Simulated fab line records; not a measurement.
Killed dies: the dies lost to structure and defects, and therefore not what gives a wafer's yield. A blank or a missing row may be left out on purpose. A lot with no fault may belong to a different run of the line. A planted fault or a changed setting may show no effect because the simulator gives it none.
Chamber matching -- flow n5 finfet -- N5_GATE_CUT_STRIP_59 on rie diel-06: 4 sister chambers
The step strips in N2/H2, time 20 s. 4 wafers are shown with their chamber, then 7 later ones without.

WAFERS, EACH WITH ITS CHAMBER
wafer,chamber,drypump motor current A (A)
L819.3,3,6.3
L828.6,1,5.8
L830.1,0,4.9
L830.3,2,6.3

WAFERS WHOSE CHAMBER IS MISSING
wafer,drypump motor current A (A)
L830.6,6.3
L831.2,6.3
L831.3,5.9
L831.5,5.9
L833.1,5.8
L833.3,6.3
L833.5,5.9

WHICH CHAMBER EACH WENT THROUGH
wafer,from the rows above,in truth
L830.6,can't be placed: 2 or 3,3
L831.2,can't be placed: 2 or 3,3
L831.3,1,1
L831.5,1,1
L833.1,1,1
L833.3,can't be placed: 2 or 3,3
L833.5,1,1
Correct placement for 4 of the 7. From these rows, 3 cannot be placed; in 3 the true chamber is one of the candidates. 0 placed wrongly.
How it was worked out, from the rows above alone: a wafer's distance from a chamber is the root of the sum, over the readings, of the square of ((its reading less the chamber's mean) divided by the reading's scatter). The wafer belongs to the nearest chamber; if the next one is less than 2 further off, it can't be placed. For every chamber, the mean is computed from those of its wafers that are shown. The scatter: root of mean squared gap, hidden wafer to nearest shown wafer, with one shown wafer a chamber.
